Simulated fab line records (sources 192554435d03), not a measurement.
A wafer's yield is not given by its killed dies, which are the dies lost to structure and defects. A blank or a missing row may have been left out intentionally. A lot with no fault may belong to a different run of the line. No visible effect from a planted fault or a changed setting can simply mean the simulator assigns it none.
fab line records + flow n5_finfet + part 1 of 2: steps 1 to 4 of 6
[record]
- lots = 21
- wafers = 63
- last_day = 18
route steps=1938 shown SD_ACTIVATION@334 SDB@363 DUMMY_REMOVAL@377 HKMG_FIN@406
lots that met no fault: taken from a fault-free run of the same line
start_h: hours from the record's opening day to when the first of the lot's shown wafers began + wait_h: hours since the lot's step before + " as in the row above + L1.1+2: one row covering several wafers at once + - value missing, or start not given + * or withheld: withheld + < > ~ a bound
route shown NAME@n: a module of which the file shows steps, and the number in the route of the first + usual: mean and standard deviation over wafers with no fault + same: alike in all rows + chamber/n: place in a boat + sites: each site's reading + _std_site: standard deviation across them + _edge_site: mean of outer sites minus mean of inner sites + radius_mm: for every site, how far away it sits from the centre of the wafer + mask NAME#n: copy n + behind: tool/chamber where the wafer was last shaped + hold: reason for holding the lot/hours on hold/outcome of the hold + device: the transistor (n, p or np) that didn't switch + end of line: the route-end tests of the same wafers + where a step has no rows: the recipe by itself + killed: dies lost to structure and defects at the first sort, not the wafer's yield + map: the dies of a wafer, with x for killed, . for not killed, _ for no die there
set.NAME: the setting the step ran with; set.NAME@STEP: the setting that earlier step ran with + model.NAME: the simulator's own value behind a step, which no gauge read
the route's steps for a sample of lots (tables are steps, rows are wafers)
services: when a tool's chamber went out of use (start_h, in hours from the record's first day, below 0 if earlier), for how many hours, and the reason
[[steps]]
[step N5_SD_ACTIVATION_INSPECT_02]
[recipe]
- inspect_instrument = darkfield
- mode = post_anneal
[usual]
- raw_defect_count = 172/37
| lot.wafer | tool              | chamber | start_h | wait_h | raw_defect_count |
|-----------|-------------------|---------|---------|--------|------------------|
| L074.1    | defect_inspect-02 | -       | 59.67   | 0.2    | 218              |
| L074.4    | "                 | -       | "       | "      | 167              |
| L074.5    | "                 | -       | "       | "      | 127              |
| L075.3    | defect_inspect-02 | -       | 67.70   | 0.1    | 186              |
| L075.4    | "                 | -       | "       | "      | 182              |
| L075.6    | "                 | -       | "       | "      | 136              |
| L076.2    | defect_inspect-02 | -       | 72.28   | 0.2    | 179              |
| L076.3    | "                 | -       | "       | "      | 197              |
| L076.5    | "                 | -       | "       | "      | 181              |
| L077.2    | defect_inspect-02 | -       | 77.12   | 0.1    | 144              |
| L077.3    | "                 | -       | "       | "      | 124              |
| L077.5    | "                 | -       | "       | "      | 190              |
| L078.1    | defect_inspect-02 | -       | 82.02   | 0.2    | 176              |
| L078.2    | "                 | -       | "       | "      | 221              |
| L078.6    | "                 | -       | "       | "      | 235              |
| L079.1    | defect_inspect-02 | -       | 91.26   | 0.2    | 159              |
| L079.2    | "                 | -       | "       | "      | 165              |
| L079.5    | "                 | -       | "       | "      | 112              |
| L080.2    | defect_inspect-02 | -       | 95.75   | 0.1    | 195              |
| L080.3    | "                 | -       | "       | "      | 136              |
| L080.5    | "                 | -       | "       | "      | 167              |
| L081.2    | defect_inspect-02 | -       | 103.29  | 0.2    | 107              |
| L081.5    | "                 | -       | "       | "      | 176              |
| L081.6    | "                 | -       | "       | "      | 122              |
| L082.1    | defect_inspect-02 | -       | 110.31  | 0.2    | 151              |
| L082.2    | "                 | -       | "       | "      | 161              |
| L082.3    | "                 | -       | "       | "      | 159              |
| L084.2    | defect_inspect-02 | -       | 120.62  | 0.1    | 204              |
| L084.3    | "                 | -       | "       | "      | 207              |
| L084.4    | "                 | -       | "       | "      | 168              |
| L085.4    | defect_inspect-01 | -       | 126.39  | 0.1    | 127              |
| L085.5    | "                 | -       | "       | "      | 106              |
| L085.6    | "                 | -       | "       | "      | 121              |
| L086.2    | defect_inspect-02 | -       | 130.34  | 0.1    | 202              |
| L086.4    | "                 | -       | "       | "      | 224              |
| L086.5    | "                 | -       | "       | "      | 181              |
| L087.2    | defect_inspect-01 | -       | 136.68  | 0.1    | 159              |
| L087.3    | "                 | -       | "       | "      | 154              |
| L087.6    | "                 | -       | "       | "      | 122              |
| L089.3    | defect_inspect-02 | -       | 147.54  | 0.1    | 199              |
| L089.4    | "                 | -       | "       | "      | 213              |
| L089.5    | "                 | -       | "       | "      | 184              |
| L090.3    | defect_inspect-02 | -       | 154.02  | 0.1    | 251              |
| L090.4    | "                 | -       | "       | "      | 282              |
| L090.6    | "                 | -       | "       | "      | 218              |
| L092.1    | defect_inspect-02 | -       | 166.68  | 0.2    | 182              |
| L092.4    | "                 | -       | "       | "      | 180              |
| L092.6    | "                 | -       | "       | "      | 179              |
| L091.2    | defect_inspect-02 | -       | 168.78  | 0.2    | 163              |
| L091.4    | "                 | -       | "       | "      | 200              |
| L091.5    | "                 | -       | "       | "      | 158              |
| L093.1    | defect_inspect-02 | -       | 173.53  | 0.2    | 148              |
| L093.2    | "                 | -       | "       | "      | 236              |
| L093.6    | "                 | -       | "       | "      | 190              |
| L095.1    | defect_inspect-02 | -       | 185.63  | 0.2    | 154              |
| L095.3    | "                 | -       | "       | "      | 227              |
| L095.5    | "                 | -       | "       | "      | 219              |
| L096.1    | defect_inspect-01 | -       | 192.53  | 0.2    | 132              |
| L096.2    | "                 | -       | "       | "      | 128              |
| L096.5    | "                 | -       | "       | "      | 185              |
| L097.1    | defect_inspect-01 | -       | 196.94  | 0.2    | 174              |
| L097.2    | "                 | -       | "       | "      | 208              |
| L097.4    | "                 | -       | "       | "      | 257              |
[step N5_SDB_STRIP_21]
[recipe]
- chemistry = CF4
- resist = SiARC
- power_w = 300
- bias_power_w = 75
- pressure_mtorr = 50
- cf4_flow_sccm = 150
- rf_frequency_hz = 6e+07
[usual]
- bias_power_w = 74.99/0.23
- drypump_motor_current_A = 5.7/0.52
- oes_product_au = 0.79/0.096
- rf_vpp_V = 271.5/1.5
- showerhead_plenum_p_Torr = 1.81/0.062
- throttle_valve_pct = 13.57/0.22
| lot.wafer | tool        | chamber | start_h | wait_h | bias_power_w | drypump_motor_current_A | oes_product_au | rf_hours_counter_h | rf_vpp_V | showerhead_plenum_p_Torr | throttle_valve_pct |
|-----------|-------------|---------|---------|--------|--------------|-------------------------|----------------|--------------------|----------|--------------------------|--------------------|
| L074.1    | rie_diel-02 | 0       | 67.77   | 0.0    | 75.16        | 5.5                     | 0.82           | 88                 | 270.8    | 1.80                     | 13.36              |
| L074.4    | "           | 3       | "       | "      | 74.88        | 6.5                     | 0.73           | 165                | 271.9    | 1.80                     | 13.76              |
| L074.5    | "           | 3       | "       | "      | 74.86        | 6.5                     | 0.73           | -                  | 271.5    | 1.80                     | 13.75              |
| L075.3    | rie_diel-06 | 0       | 75.01   | 0.0    | 74.49        | 4.9                     | 0.91           | 19                 | 270.4    | 1.78                     | 13.33              |
| L075.4    | "           | 1       | "       | "      | 75.24        | 5.5                     | 0.71           | 199                | 272.7    | 1.83                     | 13.83              |
| L075.6    | "           | 2       | "       | "      | 74.86        | 6.4                     | 0.68           | -                  | 268.9    | 1.72                     | 13.87              |
| L076.2    | rie_diel-02 | 3       | 80.54   | 0.0    | 75.30        | 6.5                     | 0.72           | 169                | 270.4    | 1.80                     | 13.78              |
| L076.3    | "           | 0       | "       | "      | 74.79        | 5.5                     | 0.81           | 92                 | 272.9    | 1.80                     | 13.40              |
| L076.5    | "           | 2       | "       | "      | 75.29        | 4.7                     | 0.82           | -                  | 274.9    | 1.87                     | 13.22              |
| L077.2    | rie_diel-05 | 3       | 84.57   | 0.0    | 75.04        | 5.7                     | 0.69           | 233                | 269.9    | 1.76                     | 13.93              |
| L077.3    | "           | 1       | "       | "      | 75.05        | 5.4                     | 0.71           | 203                | 270.6    | 1.78                     | 13.63              |
| L077.5    | "           | 0       | "       | "      | 75.28        | 5.4                     | 0.82           | -                  | 270.6    | 1.76                     | 13.42              |
| L078.1    | rie_diel-05 | 3       | 89.31   | 0.0    | 74.91        | 5.7                     | 0.69           | 236                | 271.1    | 1.76                     | 13.95              |
| L078.2    | "           | 1       | "       | "      | 75.19        | 5.4                     | 0.71           | 206                | 270.3    | 1.78                     | 13.64              |
| L078.6    | "           | 1       | "       | "      | 74.90        | 5.4                     | 0.70           | -                  | 271.8    | 1.78                     | 13.62              |
| L079.1    | rie_diel-05 | 2       | 98.30   | 0.0    | 75.00        | 6.5                     | 0.98           | 1                  | 273.7    | 1.92                     | 13.35              |
| L079.2    | "           | 1       | "       | "      | 74.71        | 5.4                     | 0.70           | 212                | 269.5    | 1.78                     | 13.64              |
| L079.5    | "           | 1       | "       | "      | 75.06        | 5.4                     | 0.71           | -                  | 270.3    | 1.78                     | 13.65              |
| L080.2    | rie_diel-06 | 1       | 104.59  | 0.0    | 74.86        | 5.5                     | 0.70           | 212                | 271.4    | 1.82                     | 13.88              |
| L080.3    | "           | 1       | "       | "      | 74.98        | 5.5                     | 0.70           | -                  | 272.0    | 1.82                     | 13.88              |
| L080.5    | "           | 3       | "       | "      | 74.80        | 5.7                     | 0.70           | -                  | 270.9    | 1.78                     | 13.64              |
| L081.2    | rie_diel-05 | 3       | 110.37  | 0.0    | 75.16        | 5.7                     | 0.69           | 246                | 271.9    | 1.76                     | 13.96              |
| L081.5    | "           | 1       | "       | "      | 74.69        | 5.5                     | 0.70           | -                  | 271.3    | 1.78                     | 13.65              |
| L081.6    | "           | 2       | "       | "      | 75.12        | 6.4                     | 0.94           | -                  | 274.6    | 1.92                     | 13.34              |
| L082.1    | rie_diel-06 | 0       | 117.36  | 0.0    | 74.94        | 4.9                     | 0.87           | 28                 | 270.4    | 1.77                     | 13.37              |
| L082.2    | "           | 1       | "       | "      | 75.48        | 5.5                     | 0.70           | 217                | 272.2    | 1.82                     | 13.89              |
| L082.3    | "           | 2       | "       | "      | 75.06        | 6.4                     | 0.95           | 5                  | 273.1    | 1.92                     | 13.33              |
| L084.2    | rie_diel-06 | 2       | 128.34  | 0.0    | 74.91        | 6.4                     | 0.93           | 8                  | 272.9    | 1.92                     | 13.32              |
| L084.3    | "           | 0       | "       | "      | 75.07        | 4.8                     | 0.87           | 32                 | 271.0    | 1.77                     | 13.38              |
| L084.4    | "           | 1       | "       | "      | 75.17        | 5.6                     | 0.70           | 221                | 271.8    | 1.82                     | 13.88              |
| L085.4    | rie_diel-05 | 2       | 133.44  | 0.0    | 74.90        | 6.5                     | 0.92           | -                  | 274.4    | 1.92                     | 13.37              |
| L085.5    | "           | 0       | "       | "      | 74.38        | 5.4                     | 0.81           | -                  | 268.7    | 1.75                     | 13.47              |
| L085.6    | "           | 1       | "       | "      | 74.97        | 5.4                     | 0.69           | -                  | 271.6    | 1.78                     | 13.67              |
| L086.2    | rie_diel-05 | 2       | 137.71  | 0.0    | 75.49        | 6.5                     | 0.91           | 16                 | 272.1    | 1.92                     | 13.37              |
| L086.4    | "           | 0       | "       | "      | 74.90        | 5.4                     | 0.80           | -                  | 270.9    | 1.75                     | 13.47              |
| L086.5    | "           | 1       | "       | "      | 75.03        | 5.5                     | 0.69           | -                  | 270.5    | 1.78                     | 13.68              |
| L087.2    | rie_diel-06 | 1       | 144.04  | 0.0    | 74.93        | 5.6                     | 0.69           | 226                | 272.2    | 1.82                     | 13.90              |
| L087.3    | "           | 2       | "       | "      | 75.47        | 6.4                     | 0.92           | 12                 | 274.6    | 1.92                     | 13.34              |
| L087.6    | "           | 1       | "       | "      | 74.93        | 5.5                     | 0.69           | -                  | 270.9    | 1.82                     | 13.92              |
| L089.3    | rie_diel-06 | 3       | 154.88  | 0.0    | 75.11        | 5.7                     | 0.68           | 244                | 270.9    | 1.77                     | 13.67              |
| L089.4    | "           | 2       | "       | "      | 74.98        | 6.4                     | 0.91           | 16                 | 274.3    | 1.92                     | 13.34              |
| L089.5    | "           | 1       | "       | "      | 74.98        | 5.5                     | 0.69           | -                  | 272.0    | 1.82                     | 13.90              |
| L090.3    | rie_diel-05 | 0       | 161.18  | 0.0    | 74.74        | 5.5                     | 0.80           | 107                | 269.8    | 1.75                     | 13.49              |
| L090.4    | "           | 2       | "       | "      | 74.70        | 6.5                     | 0.89           | 25                 | 274.1    | 1.92                     | 13.40              |
| L090.6    | "           | 3       | "       | "      | 75.16        | 5.7                     | 0.94           | -                  | 270.5    | 1.76                     | 13.46              |
| L092.1    | rie_diel-06 | 0       | 173.62  | 0.0    | 74.98        | 4.8                     | 0.86           | 47                 | 269.7    | 1.77                     | 13.39              |
| L092.4    | "           | 2       | "       | "      | 75.02        | 6.4                     | 0.89           | -                  | 273.6    | 1.92                     | 13.36              |
| L092.6    | "           | 1       | "       | "      | 74.82        | 5.5                     | 0.68           | -                  | 271.9    | 1.82                     | 13.92              |
| L091.2    | rie_diel-06 | 1       | 175.83  | 0.0    | 75.03        | 5.6                     | 0.68           | 237                | 272.3    | 1.82                     | 13.92              |
| L091.4    | "           | 2       | "       | "      | 75.04        | 6.4                     | 0.89           | -                  | 273.1    | 1.92                     | 13.35              |
| L091.5    | "           | 1       | "       | "      | 75.15        | 5.6                     | 0.68           | -                  | 270.9    | 1.82                     | 13.93              |
| L093.1    | rie_diel-06 | 1       | 180.47  | 0.0    | 74.60        | 5.5                     | 0.68           | 239                | 271.8    | 1.81                     | 13.94              |
| L093.2    | "           | 2       | "       | "      | 74.91        | 6.4                     | 0.89           | 25                 | 272.8    | 1.92                     | 13.35              |
| L093.6    | "           | 1       | "       | "      | 74.67        | 5.5                     | 0.68           | -                  | 272.9    | 1.82                     | 13.95              |
| L095.1    | rie_diel-05 | 2       | 193.04  | 0.0    | 75.67        | 6.4                     | 0.88           | 36                 | 273.1    | 1.91                     | 13.43              |
| L095.3    | "           | 1       | "       | "      | 75.17        | 5.4                     | 0.68           | 247                | 272.0    | 1.77                     | 13.73              |
| L095.5    | "           | 1       | "       | "      | 75.04        | 5.4                     | 0.68           | -                  | 271.5    | 1.77                     | 13.72              |
| L096.1    | rie_diel-06 | 0       | 199.92  | 0.0    | 75.04        | 4.8                     | 0.84           | 57                 | 270.5    | 1.76                     | 13.42              |
| L096.2    | "           | 1       | "       | "      | 74.81        | 5.5                     | 0.67           | 247                | 271.9    | 1.81                     | 13.95              |
| L096.5    | "           | 1       | "       | "      | 74.82        | 5.5                     | 0.67           | -                  | 271.5    | 1.81                     | 13.95              |
| L097.1    | rie_diel-06 | 3       | 204.69  | 0.0    | 75.06        | 5.7                     | 0.96           | 3                  | 271.2    | 1.77                     | 13.11              |
| L097.2    | "           | 2       | "       | "      | 74.87        | 6.4                     | 0.87           | 36                 | 273.5    | 1.91                     | 13.41              |
| L097.4    | "           | 1       | "       | "      | 75.08        | 5.6                     | 0.68           | 249                | 272.8    | 1.81                     | 13.95              |
[step N5_SDB_STRIP_22]
[recipe]
- chemistry = N2/H2
- power_w = 1000
- temp_c = 250
- h2_frac = 0.65
- overash_fraction = 0.3
- pressure_mtorr = withheld
- n2_flow_sccm = 1750
- h2_flow_sccm = 3250
[usual]
- drypump_motor_current_A = 5.8/0.48
- heater_power_w = 327/36
- n2_flow_sccm = 1750/5.8
- oes_product_au = 0.714/0.0049
- strip_time_to_endpoint_s = 96.3/0.37
| lot.wafer | tool            | chamber | start_h | wait_h | drypump_motor_current_A | heater_power_w | n2_flow_sccm | oes_product_au | rf_hours_counter_h | strip_time_to_endpoint_s |
|-----------|-----------------|---------|---------|--------|-------------------------|----------------|--------------|----------------|--------------------|--------------------------|
| L074.1    | plasma_asher-01 | 1       | 67.91   | 0.1    | 5.9                     | 335            | 1753         | 0.710          | 37                 | 95.3                     |
| L074.4    | "               | 1       | "       | "      | 5.8                     | 337            | 1750         | 0.715          | -                  | 96.2                     |
| L074.5    | "               | 1       | "       | "      | 5.9                     | 337            | 1748         | 0.711          | -                  | 96.0                     |
| L075.3    | plasma_asher-02 | 0       | 75.15   | 0.1    | 4.9                     | 289            | 1753         | 0.723          | -                  | 95.3                     |
| L075.4    | "               | 1       | "       | "      | 6.1                     | 398            | 1743         | 0.707          | -                  | 96.4                     |
| L075.6    | "               | 1       | "       | "      | 6.1                     | 388            | 1754         | 0.714          | -                  | 96.3                     |
| L076.2    | plasma_asher-01 | 1       | 80.64   | 0.1    | 5.9                     | 338            | 1755         | 0.718          | 39                 | 96.5                     |
| L076.3    | "               | 0       | "       | "      | 6.2                     | 300            | 1756         | 0.705          | -                  | 95.6                     |
| L076.5    | "               | 1       | "       | "      | 5.9                     | 334            | 1755         | 0.711          | -                  | 96.4                     |
| L077.2    | plasma_asher-01 | 0       | 84.95   | 0.3    | 6.2                     | 307            | 1750         | 0.707          | 40                 | 96.3                     |
| L077.3    | "               | 1       | "       | "      | 5.9                     | 339            | 1745         | 0.713          | -                  | 96.5                     |
| L077.5    | "               | 1       | "       | "      | 5.9                     | 335            | 1751         | 0.716          | -                  | 95.9                     |
| L078.1    | plasma_asher-01 | 1       | 89.41   | 0.1    | 5.8                     | 340            | 1744         | 0.716          | 41                 | 96.5                     |
| L078.2    | "               | 0       | "       | "      | 6.2                     | 304            | 1758         | 0.716          | 41                 | 96.2                     |
| L078.6    | "               | 1       | "       | "      | 5.8                     | 337            | 1747         | 0.721          | -                  | 96.7                     |
| L079.1    | plasma_asher-01 | 1       | 98.40   | 0.1    | 5.8                     | 335            | 1753         | 0.713          | 43                 | 96.8                     |
| L079.2    | "               | 0       | "       | "      | 6.2                     | 302            | 1754         | 0.713          | 43                 | 96.6                     |
| L079.5    | "               | 0       | "       | "      | 6.2                     | 305            | 1746         | 0.714          | -                  | 96.6                     |
| L080.2    | plasma_asher-02 | 0       | 104.73  | 0.1    | 4.9                     | 287            | 1747         | 0.724          | 88                 | 96.5                     |
| L080.3    | "               | 1       | "       | "      | 6.1                     | 406            | 1747         | 0.715          | -                  | 96.4                     |
| L080.5    | "               | 0       | "       | "      | 4.9                     | 294            | 1745         | 0.706          | -                  | 95.6                     |
| L081.2    | plasma_asher-02 | 0       | 110.47  | 0.1    | 4.9                     | 298            | 1750         | 0.713          | 89                 | 96.2                     |
| L081.5    | "               | 0       | "       | "      | 4.9                     | 285            | 1748         | 0.716          | -                  | 96.4                     |
| L081.6    | "               | 1       | "       | "      | 6.1                     | 389            | 1750         | 0.709          | -                  | 96.5                     |
| L082.1    | plasma_asher-02 | 0       | 117.46  | 0.1    | 4.9                     | 285            | 1749         | 0.716          | 91                 | 95.8                     |
| L082.2    | "               | 1       | "       | "      | 6.1                     | 383            | 1759         | 0.709          | 91                 | 96.7                     |
| L082.3    | "               | 0       | "       | "      | 4.9                     | 286            | 1759         | 0.714          | -                  | 95.5                     |
| L084.2    | plasma_asher-02 | 0       | 128.44  | 0.1    | 4.9                     | 287            | 1748         | 0.718          | 92                 | 95.7                     |
| L084.3    | "               | 1       | "       | "      | 6.1                     | 389            | 1755         | 0.714          | -                  | 96.3                     |
| L084.4    | "               | 0       | "       | "      | 4.9                     | 290            | 1750         | 0.709          | -                  | 97.0                     |
| L085.4    | plasma_asher-01 | 0       | 133.57  | 0.1    | 6.2                     | 307            | 1745         | 0.715          | -                  | 96.7                     |
| L085.5    | "               | 1       | "       | "      | 5.8                     | 326            | 1742         | 0.715          | -                  | 96.5                     |
| L085.6    | "               | 0       | "       | "      | 6.2                     | 308            | 1758         | 0.712          | -                  | 96.5                     |
| L086.2    | plasma_asher-01 | 0       | 137.81  | 0.1    | 6.2                     | 297            | 1741         | 0.709          | 51                 | 96.6                     |
| L086.4    | "               | 0       | "       | "      | 6.2                     | 297            | 1743         | 0.716          | -                  | 96.3                     |
| L086.5    | "               | 1       | "       | "      | 5.9                     | 341            | 1750         | 0.712          | -                  | 96.4                     |
| L087.2    | plasma_asher-01 | 0       | 144.14  | 0.1    | 6.2                     | 303            | 1745         | 0.714          | 53                 | 96.7                     |
| L087.3    | "               | 0       | "       | "      | 6.2                     | 304            | 1751         | 0.715          | -                  | 96.1                     |
| L087.6    | "               | 0       | "       | "      | 6.2                     | 303            | 1757         | 0.717          | -                  | 96.9                     |
| L089.3    | plasma_asher-02 | 1       | 155.02  | 0.1    | 6.1                     | 387            | 1750         | 0.719          | -                  | 96.6                     |
| L089.4    | "               | 0       | "       | "      | 4.9                     | 283            | 1746         | 0.720          | -                  | 96.2                     |
| L089.5    | "               | 0       | "       | "      | 4.9                     | 297            | 1750         | 0.711          | -                  | 96.7                     |
| L090.3    | plasma_asher-01 | 0       | 161.39  | 0.2    | 6.3                     | 293            | 1752         | 0.717          | -                  | 95.9                     |
| L090.4    | "               | 1       | "       | "      | 5.9                     | 335            | 1750         | 0.720          | -                  | 96.3                     |
| L090.6    | "               | 1       | "       | "      | 5.9                     | 332            | 1743         | 0.701          | -                  | 96.1                     |
| L092.1    | plasma_asher-02 | 0       | 173.72  | 0.1    | 4.9                     | 286            | 1744         | 0.715          | 101                | 96.2                     |
| L092.4    | "               | 1       | "       | "      | 6.1                     | 386            | 1753         | 0.712          | -                  | 95.8                     |
| L092.6    | "               | 1       | "       | "      | 6.1                     | 380            | 1752         | 0.712          | -                  | 96.5                     |
| L091.2    | plasma_asher-01 | 0       | 175.93  | 0.1    | 6.2                     | 308            | 1748         | 0.712          | 60                 | 96.3                     |
| L091.4    | "               | 0       | "       | "      | 6.2                     | 302            | 1752         | 0.721          | -                  | 95.8                     |
| L091.5    | "               | 1       | "       | "      | 5.9                     | 333            | 1765         | 0.718          | -                  | 96.4                     |
| L093.1    | plasma_asher-02 | 1       | 180.57  | 0.1    | 6.1                     | 397            | 1743         | 0.714          | 101                | 97.0                     |
| L093.2    | "               | 0       | "       | "      | 4.9                     | 292            | 1754         | 0.710          | 101                | 96.0                     |
| L093.6    | "               | 0       | "       | "      | 4.9                     | 287            | 1742         | 0.723          | -                  | 96.6                     |
| L095.1    | plasma_asher-02 | 0       | 193.14  | 0.1    | 4.9                     | 284            | 1752         | 0.719          | 105                | 96.8                     |
| L095.3    | "               | 1       | "       | "      | 6.1                     | 398            | 1752         | 0.715          | -                  | 97.1                     |
| L095.5    | "               | 0       | "       | "      | 4.9                     | 293            | 1756         | 0.706          | -                  | 97.0                     |
| L096.1    | plasma_asher-01 | 1       | 200.02  | 0.1    | 5.8                     | 338            | 1758         | 0.707          | 64                 | 96.2                     |
| L096.2    | "               | 0       | "       | "      | 6.2                     | 295            | 1752         | 0.709          | 64                 | 97.1                     |
| L096.5    | "               | 1       | "       | "      | 5.8                     | 335            | 1764         | 0.717          | -                  | 97.0                     |
| L097.1    | plasma_asher-01 | 1       | 204.79  | 0.1    | 5.9                     | 329            | 1751         | 0.711          | 65                 | 96.2                     |
| L097.2    | "               | 0       | "       | "      | 6.2                     | 299            | 1748         | 0.720          | 65                 | 95.9                     |
| L097.4    | "               | 1       | "       | "      | 5.8                     | 339            | 1750         | 0.718          | -                  | 96.9                     |
[step N5_SDB_CMP_30]
[recipe]
- stop_on = poly-Si
- t_overpolish_s = 1.54
- post_cmp_clean = alkaline_brush
- down_force_psi = 4.1491
- platen_rpm = 51.796
- pad_velocity_m_s = 1.0306
- target_thk_nm = 30
[usual]
- motor_current_A = 12.5/1.2
- overpolish_run_s = 1.540/0.0088
- retaining_ring_pressure_frac = 1.001/0.0047
- time_to_endpoint_s = 19.1/2.6
| lot.wafer | tool   | chamber | start_h | wait_h | motor_current_A | overpolish_run_s | retaining_ring_pressure_frac | time_to_endpoint_s |
|-----------|--------|---------|---------|--------|-----------------|------------------|------------------------------|--------------------|
| L074.1    | cmp-02 | 3       | 71.22   | 1.5    | 10.2            | 1.543            | 1.001                        | 16.6               |
| L074.4    | "      | 0       | "       | "      | 14.2            | 1.519            | 1.003                        | 19.4               |
| L074.5    | "      | 1       | "       | "      | 12.6            | 1.561            | 1.001                        | 13.5               |
| L075.3    | cmp-01 | 0       | 78.48   | 1.5    | 12.5            | 1.549            | 1.003                        | 18.9               |
| L075.4    | "      | 1       | "       | "      | 12.0            | 1.537            | 1.003                        | 19.3               |
| L075.6    | "      | 3       | "       | "      | 12.4            | 1.533            | 1.002                        | 22.0               |
| L076.3    | cmp-02 | 1       | 84.01   | 1.5    | 13.3            | 1.538            | 1.002                        | 15.4               |
| L076.2    | "      | 2       | "       | "      | 12.8            | 1.538            | 1.005                        | 14.6               |
| L076.5    | "      | 3       | "       | "      | 10.8            | 1.535            | 1.002                        | 17.6               |
| L077.3    | cmp-03 | 2       | 88.83   | 1.4    | 10.9            | 1.557            | 0.999                        | 20.3               |
| L077.2    | "      | 3       | "       | "      | 11.5            | 1.538            | 1.001                        | 18.3               |
| L077.5    | "      | 3       | "       | "      | 12.2            | 1.552            | 0.991                        | 20.4               |
| L078.2    | cmp-03 | 0       | 93.42   | 1.4    | 13.1            | 1.550            | 1.006                        | 20.7               |
| L078.1    | "      | 3       | "       | "      | 11.6            | 1.543            | 1.006                        | 20.0               |
| L078.6    | "      | 0       | "       | "      | 12.6            | 1.537            | 1.005                        | 21.7               |
| L079.1    | cmp-01 | 1       | 101.66  | 1.4    | 12.1            | 1.549            | 1.001                        | 20.7               |
| L079.2    | "      | 2       | "       | "      | 15.0            | 1.543            | 0.992                        | 23.7               |
| L079.5    | "      | 0       | "       | "      | 12.6            | 1.551            | 1.002                        | 20.8               |
| L080.2    | cmp-03 | 1       | 107.98  | 1.4    | 11.3            | 1.534            | 0.999                        | 17.5               |
| L080.3    | "      | 0       | "       | "      | 13.1            | 1.530            | 1.006                        | 21.8               |
| L080.5    | "      | 2       | "       | "      | 10.6            | 1.533            | 0.993                        | 21.1               |
| L081.2    | cmp-01 | 2       | 113.98  | 1.4    | 15.3            | 1.538            | 0.997                        | 22.7               |
| L081.5    | "      | 1       | "       | "      | 12.4            | 1.540            | 1.004                        | 20.6               |
| L081.6    | "      | 2       | "       | "      | 14.9            | 1.542            | 1.003                        | 25.5               |
| L082.3    | cmp-03 | 2       | 120.72  | 1.4    | 10.8            | 1.528            | 1.006                        | 20.4               |
| L082.2    | "      | 3       | "       | "      | 12.0            | 1.535            | 1.001                        | 20.5               |
| L082.1    | "      | 0       | "       | "      | 13.1            | 1.550            | 1.002                        | 21.2               |
| L084.3    | cmp-03 | 3       | 131.67  | 1.4    | 11.5            | 1.539            | 1.002                        | 17.9               |
| L084.4    | "      | 0       | "       | "      | 13.2            | 1.533            | 1.000                        | 20.1               |
| L084.2    | "      | 1       | "       | "      | 11.2            | 1.556            | 1.003                        | 16.1               |
| L085.4    | cmp-03 | 0       | 136.85  | 1.5    | 12.2            | 1.541            | 0.999                        | 18.7               |
| L085.5    | "      | 2       | "       | "      | 11.4            | 1.547            | 0.996                        | 18.7               |
| L085.6    | "      | 3       | "       | "      | 11.3            | 1.539            | 1.004                        | 17.2               |
| L086.2    | cmp-03 | 3       | 141.03  | 1.4    | 12.1            | 1.544            | 0.995                        | 21.0               |
| L086.4    | "      | 0       | "       | "      | 13.2            | 1.541            | 1.007                        | 21.6               |
| L086.5    | "      | 0       | "       | "      | 13.1            | 1.534            | 1.002                        | 21.9               |
| L087.3    | cmp-01 | 2       | 147.83  | 1.4    | 15.1            | 1.555            | 1.000                        | 23.0               |
| L087.2    | "      | 0       | "       | "      | 12.6            | 1.550            | 1.009                        | 18.1               |
| L087.6    | "      | 3       | "       | "      | 13.2            | 1.541            | 1.007                        | 21.4               |
| L089.3    | cmp-03 | 3       | 158.27  | 1.5    | 11.7            | 1.527            | 0.994                        | 22.8               |
| L089.4    | "      | 0       | "       | "      | 13.8            | 1.540            | 1.004                        | 23.5               |
| L089.5    | "      | 1       | "       | "      | 12.4            | 1.551            | 1.001                        | 20.6               |
| L090.4    | cmp-03 | 0       | 164.64  | 1.5    | 13.2            | 1.545            | 0.994                        | 20.9               |
| L090.3    | "      | 1       | "       | "      | 12.1            | 1.524            | 1.000                        | 17.7               |
| L090.6    | "      | 2       | "       | "      | 11.0            | 1.528            | 1.004                        | 20.4               |
| L092.1    | cmp-02 | 1       | 177.62  | 1.4    | 13.2            | 1.542            | 1.007                        | 18.1               |
| L092.4    | "      | 3       | "       | "      | 10.0            | 1.530            | 0.998                        | 17.0               |
| L092.6    | "      | 0       | "       | "      | 13.8            | 1.559            | 0.998                        | 19.9               |
| L091.2    | cmp-02 | 2       | 179.24  | 1.4    | 12.3            | 1.536            | 1.000                        | 14.2               |
| L091.4    | "      | 0       | "       | "      | 13.6            | 1.540            | 0.994                        | 20.3               |
| L091.5    | "      | 2       | "       | "      | 14.0            | 1.545            | 0.995                        | 14.0               |
| L093.2    | cmp-01 | 2       | 183.79  | 1.4    | 14.6            | 1.541            | 1.002                        | 19.9               |
| L093.1    | "      | 3       | "       | "      | 12.7            | 1.537            | 0.999                        | 18.9               |
| L093.6    | "      | 2       | "       | "      | 15.0            | 1.542            | 1.011                        | 19.3               |
| L095.3    | cmp-02 | 2       | 196.55  | 1.5    | 13.2            | 1.560            | 1.006                        | 16.8               |
| L095.1    | "      | 1       | "       | "      | 13.4            | 1.549            | 0.998                        | 19.1               |
| L095.5    | "      | 3       | "       | "      | 10.4            | 1.539            | 0.997                        | 17.5               |
| L096.2    | cmp-01 | 3       | 203.24  | 1.4    | 12.4            | 1.533            | 1.010                        | 15.3               |
| L096.1    | "      | 2       | "       | "      | 14.4            | 1.543            | 1.003                        | 19.4               |
| L096.5    | "      | 0       | "       | "      | 12.9            | 1.540            | 1.002                        | 13.4               |
| L097.1    | cmp-02 | 2       | 209.92  | 1.4    | 13.1            | 1.541            | 1.001                        | 14.9               |
| L097.2    | "      | 0       | "       | "      | 14.9            | 1.555            | 1.002                        | 21.5               |
| L097.4    | "      | 1       | "       | "      | 12.9            | 1.542            | 1.001                        | 16.7               |
